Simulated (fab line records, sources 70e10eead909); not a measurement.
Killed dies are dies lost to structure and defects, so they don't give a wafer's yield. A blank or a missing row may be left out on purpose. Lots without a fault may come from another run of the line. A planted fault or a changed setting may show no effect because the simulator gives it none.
Chamber matching | flow nand_harc | NHARC_A_M1_CMP_23 on cmp-01: 4 sister chambers
The step polishes, t overpolish 20 s, target thk 154.34 nm. 8 wafers are shown with their chamber, then 11 later ones without.

WAFERS WITH THEIR CHAMBER
wafer  | chamber | motor_current_A (A) | time_to_endpoint_s (s)
L074.3 | 0       | 11.1                | 26
L074.6 | 0       | 10.6                | 27
L079.1 | 3       | 12.1                | 28
L084.5 | 1       | 11.0                | 26
L087.1 | 2       | 10.6                | 22
L087.2 | 1       | 10.4                | 25
L087.4 | 3       | 12.4                | 25
L092.1 | 2       | 10.6                | 23

WAFERS WITHOUT THEIR CHAMBER
wafer  | motor_current_A (A) | time_to_endpoint_s (s)
L092.2 | 10.9                | 29
L092.5 | 11.0                | 35
L091.1 | 11.0                | 26
L091.2 | 11.5                | 27
L091.3 | 10.3                | 29
L093.1 | 11.0                | 31
L093.2 | 10.9                | 26
L093.5 | 10.8                | 23
L094.1 | 10.9                | 25
L094.3 | 11.2                | 20
L094.5 | 11.1                | 28

WHICH CHAMBER EACH WENT THROUGH
wafer  | from the rows above          | in truth
L092.2 | can't be placed: 0 or 1      | 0
L092.5 | can't be placed: 0 or 1 or 3 | 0
L091.1 | can't be placed: 0 or 1      | 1
L091.2 | can't be placed: 0 or 3 or 1 | 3
L091.3 | can't be placed: 0 or 1      | 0
L093.1 | can't be placed: 0 or 1 or 3 | 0
L093.2 | can't be placed: 0 or 1      | 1
L093.5 | can't be placed: 2 or 1      | 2
L094.1 | can't be placed: 1 or 0 or 2 | 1
L094.3 | can't be placed: 2 or 1      | 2
L094.5 | can't be placed: 0 or 1      | 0
Placed correctly: 0 of 11. Can't be placed from these rows: 11 (the true chamber is among the candidates in 11). Placed wrongly: 0.
How it was worked out, from the rows above alone: a wafer's distance from a chamber is the root of the sum, over the readings, of the square of ((its reading less the chamber's mean) divided by the reading's scatter). The wafer belongs to the nearest chamber; if the next one is less than 2 further off, it can't be placed. A chamber's mean is the mean of its shown wafers. The scatter: the root of (the sum of the squares of (reading less its chamber's mean) over the shown wafers, divided by (wafers less chambers)).
